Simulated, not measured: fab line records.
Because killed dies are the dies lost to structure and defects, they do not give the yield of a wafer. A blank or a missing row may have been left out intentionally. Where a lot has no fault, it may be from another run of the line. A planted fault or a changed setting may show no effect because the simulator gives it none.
Which tool did it? || flow n5Finfet || 24 lots with 72 wafers sampled at 3 steps, on a route of 1938 steps

## WHAT THE GAUGES READ, wafer by wafer
N5_BEOL_M5_INSPECT_58: inspects for defects (darkfield). Usual: rawDefectCount reads 73 (standard deviation 23).
{"lot": "L074", "measured": "day 8 13:04", "on": "defectInspect-01", "rawDefectCount": "73 94 94", "flag": ""}
{"lot": "L075", "measured": "day 8 23:00", "on": "defectInspect-02", "rawDefectCount": "68 126 76", "flag": ""}
{"lot": "L076", "measured": "day 9 07:56", "on": "defectInspect-02", "rawDefectCount": "61 93 65", "flag": ""}
{"lot": "L077", "measured": "day 9 14:00", "on": "defectInspect-02", "rawDefectCount": "46 75 62", "flag": ""}
{"lot": "L078", "measured": "day 9 16:11", "on": "defectInspect-02", "rawDefectCount": "94 99 76", "flag": ""}
{"lot": "L079", "measured": "day 10 06:01", "on": "defectInspect-02", "rawDefectCount": "48 30 51", "flag": ""}
{"lot": "L080", "measured": "day 10 09:35", "on": "defectInspect-01", "rawDefectCount": "78 65 53", "flag": ""}
{"lot": "L081", "measured": "day 10 13:40", "on": "defectInspect-01", "rawDefectCount": "66 72 75", "flag": ""}
{"lot": "L084", "measured": "day 10 16:49", "on": "defectInspect-01", "rawDefectCount": "67 64 64", "flag": ""}
{"lot": "L082", "measured": "day 10 22:41", "on": "defectInspect-01", "rawDefectCount": "137 72 75", "flag": ""}
{"lot": "L083", "measured": "day 11 08:31", "on": "defectInspect-02", "rawDefectCount": "72 50 62", "flag": ""}
{"lot": "L085", "measured": "day 11 14:19", "on": "defectInspect-01", "rawDefectCount": "59 97 50", "flag": ""}
{"lot": "L086", "measured": "day 11 15:01", "on": "defectInspect-02", "rawDefectCount": "72 69 67", "flag": ""}
{"lot": "L087", "measured": "day 12 04:55", "on": "defectInspect-02", "rawDefectCount": "70 73 76", "flag": ""}
{"lot": "L088", "measured": "day 12 09:21", "on": "defectInspect-02", "rawDefectCount": "42 58 26", "flag": ""}
{"lot": "L090", "measured": "day 12 11:02", "on": "defectInspect-01", "rawDefectCount": "84 52 56", "flag": ""}
{"lot": "L089", "measured": "day 12 11:48", "on": "defectInspect-01", "rawDefectCount": "43 44 80", "flag": ""}
{"lot": "L091", "measured": "day 12 19:07", "on": "defectInspect-02", "rawDefectCount": "95 69 73", "flag": ""}
{"lot": "L092", "measured": "day 13 03:59", "on": "defectInspect-02", "rawDefectCount": "79 86 64", "flag": ""}
{"lot": "L095", "measured": "day 13 09:47", "on": "defectInspect-01", "rawDefectCount": "81 62 91", "flag": ""}
{"lot": "L093", "measured": "day 13 14:04", "on": "defectInspect-02", "rawDefectCount": "61 75 106", "flag": ""}
{"lot": "L094", "measured": "day 13 20:59", "on": "defectInspect-01", "rawDefectCount": "64 63 80", "flag": ""}
{"lot": "L096", "measured": "day 14 03:10", "on": "defectInspect-02", "rawDefectCount": "53 84 52", "flag": ""}
{"lot": "L097", "measured": "day 14 08:02", "on": "defectInspect-02", "rawDefectCount": "46 43 57", "flag": ""}

N5_BEOL_M6_INSPECT_13: inspects for defects (brightfield). Usual: rawDefectCount reads 441 (standard deviation 120).
{"lot": "L074", "measured": "day 8 15:35", "on": "defectInspect-02", "rawDefectCount": "435 507 623", "flag": ""}
{"lot": "L075", "measured": "day 9 00:56", "on": "defectInspect-01", "rawDefectCount": "291 371 332", "flag": ""}
{"lot": "L076", "measured": "day 9 10:06", "on": "defectInspect-02", "rawDefectCount": "591 457 394", "flag": ""}
{"lot": "L077", "measured": "day 9 15:43", "on": "defectInspect-01", "rawDefectCount": "402 720 422", "flag": ""}
{"lot": "L078", "measured": "day 9 19:15", "on": "defectInspect-01", "rawDefectCount": "616 560 637", "flag": ""}
{"lot": "L079", "measured": "day 10 07:47", "on": "defectInspect-02", "rawDefectCount": "307 244 397", "flag": ""}
{"lot": "L080", "measured": "day 10 11:05", "on": "defectInspect-01", "rawDefectCount": "357 395 319", "flag": ""}
{"lot": "L081", "measured": "day 10 15:01", "on": "defectInspect-02", "rawDefectCount": "334 384 412", "flag": ""}
{"lot": "L084", "measured": "day 10 18:43", "on": "defectInspect-01", "rawDefectCount": "404 524 392", "flag": ""}
{"lot": "L082", "measured": "day 11 00:53", "on": "defectInspect-02", "rawDefectCount": "594 597 839", "flag": ""}
{"lot": "L083", "measured": "day 11 09:48", "on": "defectInspect-01", "rawDefectCount": "403 448 396", "flag": ""}
{"lot": "L085", "measured": "day 11 16:47", "on": "defectInspect-02", "rawDefectCount": "435 670 574", "flag": ""}
{"lot": "L086", "measured": "day 11 16:59", "on": "defectInspect-02", "rawDefectCount": "434 711 492", "flag": ""}
{"lot": "L087", "measured": "day 12 08:54", "on": "defectInspect-01", "rawDefectCount": "333 318 435", "flag": ""}
{"lot": "L088", "measured": "day 12 11:04", "on": "defectInspect-02", "rawDefectCount": "350 377 342", "flag": ""}
{"lot": "L090", "measured": "day 12 13:50", "on": "defectInspect-01", "rawDefectCount": "303 410 313", "flag": ""}
{"lot": "L089", "measured": "day 12 14:02", "on": "defectInspect-02", "rawDefectCount": "379 432 401", "flag": ""}
{"lot": "L091", "measured": "day 12 22:01", "on": "defectInspect-02", "rawDefectCount": "401 359 434", "flag": ""}
{"lot": "L092", "measured": "day 13 06:06", "on": "defectInspect-02", "rawDefectCount": "376 346 253", "flag": ""}
{"lot": "L095", "measured": "day 13 12:56", "on": "defectInspect-01", "rawDefectCount": "619 464 470", "flag": ""}
{"lot": "L093", "measured": "day 13 16:26", "on": "defectInspect-01", "rawDefectCount": "275 286 342", "flag": ""}
{"lot": "L094", "measured": "day 13 23:32", "on": "defectInspect-02", "rawDefectCount": "434 359 278", "flag": ""}
{"lot": "L096", "measured": "day 14 04:29", "on": "defectInspect-02", "rawDefectCount": "450 577 628", "flag": ""}
{"lot": "L097", "measured": "day 14 09:14", "on": "defectInspect-02", "rawDefectCount": "342 327 370", "flag": ""}

## TOOL THAT RAN EACH LOT (tool first, then ch and the chambers of the sampled wafers, then the start)
{"lot": "L074", "N5_BEOL_M6_ILD_DEP_00": "pecvd-03 ch 1,2, day 8 13:06"}
{"lot": "L075", "N5_BEOL_M6_ILD_DEP_00": "pecvd-04 ch 0,2, day 8 23:02"}
{"lot": "L076", "N5_BEOL_M6_ILD_DEP_00": "pecvd-02 ch 0,1,2, day 9 07:59"}
{"lot": "L077", "N5_BEOL_M6_ILD_DEP_00": "pecvd-04 ch 0,2, day 9 14:02"}
{"lot": "L078", "N5_BEOL_M6_ILD_DEP_00": "pecvd-04 ch 0,1,2, day 9 16:13"}
{"lot": "L079", "N5_BEOL_M6_ILD_DEP_00": "pecvd-04 ch 1,2, day 10 06:03"}
{"lot": "L080", "N5_BEOL_M6_ILD_DEP_00": "pecvd-03 ch 0,1,2, day 10 09:37"}
{"lot": "L081", "N5_BEOL_M6_ILD_DEP_00": "pecvd-03 ch 0,1,2, day 10 13:42"}
{"lot": "L084", "N5_BEOL_M6_ILD_DEP_00": "pecvd-03 ch 0,2, day 10 16:51"}
{"lot": "L082", "N5_BEOL_M6_ILD_DEP_00": "pecvd-04 ch 0,1, day 10 22:43"}
{"lot": "L083", "N5_BEOL_M6_ILD_DEP_00": "pecvd-02 ch 0,1, day 11 08:33"}
{"lot": "L085", "N5_BEOL_M6_ILD_DEP_00": "pecvd-02 ch 0,2, day 11 14:20"}
{"lot": "L086", "N5_BEOL_M6_ILD_DEP_00": "pecvd-04 ch 0,1, day 11 15:04"}
{"lot": "L087", "N5_BEOL_M6_ILD_DEP_00": "pecvd-03 ch 0,1,2, day 12 04:58"}
{"lot": "L088", "N5_BEOL_M6_ILD_DEP_00": "pecvd-02 ch 0,1,2, day 12 09:23"}
{"lot": "L090", "N5_BEOL_M6_ILD_DEP_00": "pecvd-03 ch 0,1,2, day 12 11:04"}
{"lot": "L089", "N5_BEOL_M6_ILD_DEP_00": "pecvd-04 ch 0,2, day 12 11:50"}
{"lot": "L091", "N5_BEOL_M6_ILD_DEP_00": "pecvd-02 ch 0,2, day 12 19:09"}
{"lot": "L092", "N5_BEOL_M6_ILD_DEP_00": "pecvd-02 ch 0,1,2, day 13 04:03"}
{"lot": "L095", "N5_BEOL_M6_ILD_DEP_00": "pecvd-03 ch 0,1,2, day 13 09:50"}
{"lot": "L093", "N5_BEOL_M6_ILD_DEP_00": "pecvd-02 ch 1,2, day 13 14:06"}
{"lot": "L094", "N5_BEOL_M6_ILD_DEP_00": "pecvd-04 ch 0,1,2, day 13 21:01"}
{"lot": "L096", "N5_BEOL_M6_ILD_DEP_00": "pecvd-03 ch 1,2, day 14 03:12"}
{"lot": "L097", "N5_BEOL_M6_ILD_DEP_00": "pecvd-02 ch 0,2, day 14 08:04"}
- N5_BEOL_M6_ILD_DEP_00: deposits SiCOH lowk from DEMS/porogen, target thk 179.75 nm, time 33.4 s.

## WHAT THE TOOLS THEMSELVES READ (means of the sampled wafers that have a number; where no wafer has one, the mark that the record gives instead)
N5_BEOL_M6_ILD_DEP_00. Usual: heaterPowerW 319 W, standard deviation 50; rfFwdPowerW 495.2 W, standard deviation 1.8; showerheadPlenumPTorr 5.734 Torr, standard deviation 0.016; throttleValvePct 13.8 %, standard deviation 0.8.
{"lot": "L074", "tool": "pecvd-03", "heaterPowerW (W)": 320, "rfFwdPowerW (W)": 496.7, "showerheadPlenumPTorr (Torr)": 5.744, "throttleValvePct (%)": 14.5, "flag": ""}
{"lot": "L075", "tool": "pecvd-04", "heaterPowerW (W)": 267, "rfFwdPowerW (W)": 494.8, "showerheadPlenumPTorr (Torr)": 5.722, "throttleValvePct (%)": 13.3, "flag": ""}
{"lot": "L076", "tool": "pecvd-02", "heaterPowerW (W)": 274, "rfFwdPowerW (W)": 496.2, "showerheadPlenumPTorr (Torr)": 5.739, "throttleValvePct (%)": 14.2, "flag": ""}
{"lot": "L077", "tool": "pecvd-04", "heaterPowerW (W)": 301, "rfFwdPowerW (W)": 493.6, "showerheadPlenumPTorr (Torr)": 5.735, "throttleValvePct (%)": 13.3, "flag": ""}
{"lot": "L078", "tool": "pecvd-04", "heaterPowerW (W)": 322, "rfFwdPowerW (W)": 494.6, "showerheadPlenumPTorr (Torr)": 5.743, "throttleValvePct (%)": 13.2, "flag": ""}
{"lot": "L079", "tool": "pecvd-04", "heaterPowerW (W)": 408, "rfFwdPowerW (W)": 496.7, "showerheadPlenumPTorr (Torr)": 5.733, "throttleValvePct (%)": 13.1, "flag": ""}
{"lot": "L080", "tool": "pecvd-03", "heaterPowerW (W)": 346, "rfFwdPowerW (W)": 496.6, "showerheadPlenumPTorr (Torr)": 5.731, "throttleValvePct (%)": 14.1, "flag": ""}
{"lot": "L081", "tool": "pecvd-03", "heaterPowerW (W)": 341, "rfFwdPowerW (W)": 494.5, "showerheadPlenumPTorr (Torr)": 5.747, "throttleValvePct (%)": 14.1, "flag": ""}
{"lot": "L084", "tool": "pecvd-03", "heaterPowerW (W)": 356, "rfFwdPowerW (W)": 495.3, "showerheadPlenumPTorr (Torr)": 5.741, "throttleValvePct (%)": 13.9, "flag": ""}
{"lot": "L082", "tool": "pecvd-04", "heaterPowerW (W)": 335, "rfFwdPowerW (W)": 493.7, "showerheadPlenumPTorr (Torr)": 5.721, "throttleValvePct (%)": 13.3, "flag": ""}
{"lot": "L083", "tool": "pecvd-02", "heaterPowerW (W)": 280, "rfFwdPowerW (W)": 495.4, "showerheadPlenumPTorr (Torr)": 5.744, "throttleValvePct (%)": 14.6, "flag": ""}
{"lot": "L085", "tool": "pecvd-02", "heaterPowerW (W)": 284, "rfFwdPowerW (W)": 495.2, "showerheadPlenumPTorr (Torr)": 5.709, "throttleValvePct (%)": 13.3, "flag": ""}
{"lot": "L086", "tool": "pecvd-04", "heaterPowerW (W)": 336, "rfFwdPowerW (W)": 494.7, "showerheadPlenumPTorr (Torr)": 5.732, "throttleValvePct (%)": 13.2, "flag": ""}
{"lot": "L087", "tool": "pecvd-03", "heaterPowerW (W)": 314, "rfFwdPowerW (W)": 495.9, "showerheadPlenumPTorr (Torr)": 5.741, "throttleValvePct (%)": 14.1, "flag": ""}
{"lot": "L088", "tool": "pecvd-02", "heaterPowerW (W)": 298, "rfFwdPowerW (W)": 495.0, "showerheadPlenumPTorr (Torr)": 5.729, "throttleValvePct (%)": 13.9, "flag": ""}
{"lot": "L090", "tool": "pecvd-03", "heaterPowerW (W)": 320, "rfFwdPowerW (W)": 493.6, "showerheadPlenumPTorr (Torr)": 5.740, "throttleValvePct (%)": 14.1, "flag": ""}
{"lot": "L089", "tool": "pecvd-04", "heaterPowerW (W)": 303, "rfFwdPowerW (W)": 494.8, "showerheadPlenumPTorr (Torr)": 5.725, "throttleValvePct (%)": 13.3, "flag": ""}
{"lot": "L091", "tool": "pecvd-02", "heaterPowerW (W)": 309, "rfFwdPowerW (W)": 494.9, "showerheadPlenumPTorr (Torr)": 5.724, "throttleValvePct (%)": 13.3, "flag": ""}
{"lot": "L092", "tool": "pecvd-02", "heaterPowerW (W)": 276, "rfFwdPowerW (W)": 494.1, "showerheadPlenumPTorr (Torr)": 5.738, "throttleValvePct (%)": 13.9, "flag": ""}
{"lot": "L095", "tool": "pecvd-03", "heaterPowerW (W)": 335, "rfFwdPowerW (W)": 496.3, "showerheadPlenumPTorr (Torr)": 5.743, "throttleValvePct (%)": 14.1, "flag": ""}
{"lot": "L093", "tool": "pecvd-02", "heaterPowerW (W)": 264, "rfFwdPowerW (W)": 494.7, "showerheadPlenumPTorr (Torr)": 5.740, "throttleValvePct (%)": 14.1, "flag": ""}
{"lot": "L094", "tool": "pecvd-04", "heaterPowerW (W)": 345, "rfFwdPowerW (W)": 494.2, "showerheadPlenumPTorr (Torr)": 5.730, "throttleValvePct (%)": 13.0, "flag": ""}
{"lot": "L096", "tool": "pecvd-03", "heaterPowerW (W)": 306, "rfFwdPowerW (W)": 495.9, "showerheadPlenumPTorr (Torr)": 5.738, "throttleValvePct (%)": 14.6, "flag": ""}
{"lot": "L097", "tool": "pecvd-02", "heaterPowerW (W)": 288, "rfFwdPowerW (W)": 496.5, "showerheadPlenumPTorr (Torr)": 5.719, "throttleValvePct (%)": 13.6, "flag": ""}

## THE ANSWER, worked out from the rows above alone
Rule: a lot counts as off when the mean over its wafers that have a number is more than 3 standard deviations away from the usual mean. Also off: a lot with no number at a reading for which 4 or more lots have one. All remaining lots with rows at the step are treated as sound. Order of review: gauges by route order, followed by the tools' own readings, for which a lot's mean as printed above is used. At the first step where some lot is off, the reading lying furthest off is the one used; lots without a number count as furthest.
Across all readings shown, no lot is off: no conclusion can be drawn from this.

## WHAT HAD BEEN PUT IN BY THE SIMULATOR
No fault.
